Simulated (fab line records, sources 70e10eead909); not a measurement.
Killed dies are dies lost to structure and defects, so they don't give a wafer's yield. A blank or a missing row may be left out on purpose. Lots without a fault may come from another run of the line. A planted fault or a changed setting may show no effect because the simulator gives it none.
Chamber matching | flow nand_harc | NHARC_A_STAIRCASE_DEP_325 on pecvd-03: 3 sister chambers
The step deposits SiO2, target thk 7200 nm. 3 wafers are shown with their chamber, then 10 later ones without.

WAFERS WITH THEIR CHAMBER
wafer  | chamber | heater_power_w (W)
L086.6 | 2       | 637
L089.1 | 1       | 666
L089.2 | 0       | 611

WAFERS WITHOUT THEIR CHAMBER
wafer  | heater_power_w (W)
L089.6 | 630
L090.2 | 786
L090.3 | 620
L090.5 | 614
L096.2 | 753
L096.3 | 820
L096.5 | 582
L094.1 | 722
L094.2 | 658
L094.4 | 578

WHICH CHAMBER EACH WENT THROUGH
wafer  | from the rows above          | in truth
L089.6 | can't be placed: 2 or 0 or 1 | 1
L090.2 | can't be placed: 1 or 2 or 0 | 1
L090.3 | can't be placed: 0 or 2 or 1 | 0
L090.5 | can't be placed: 0 or 2 or 1 | 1
L096.2 | can't be placed: 1 or 2 or 0 | 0
L096.3 | can't be placed: 1 or 2 or 0 | 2
L096.5 | can't be placed: 0 or 2 or 1 | 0
L094.1 | can't be placed: 1 or 2 or 0 | 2
L094.2 | can't be placed: 1 or 2 or 0 | 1
L094.4 | can't be placed: 0 or 2 or 1 | 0
Placed correctly: 0 of 10. Can't be placed from these rows: 10 (the true chamber is among the candidates in 10). Placed wrongly: 0.
How it was worked out, from the rows above alone: a wafer's distance from a chamber is the root of the sum, over the readings, of the square of ((its reading less the chamber's mean) divided by the reading's scatter). The wafer belongs to the nearest chamber; if the next one is less than 2 further off, it can't be placed. A chamber's mean is the mean of its shown wafers. The scatter: with one shown wafer a chamber, the root of the mean of the squares of how far each hidden wafer lies from its nearest shown one.
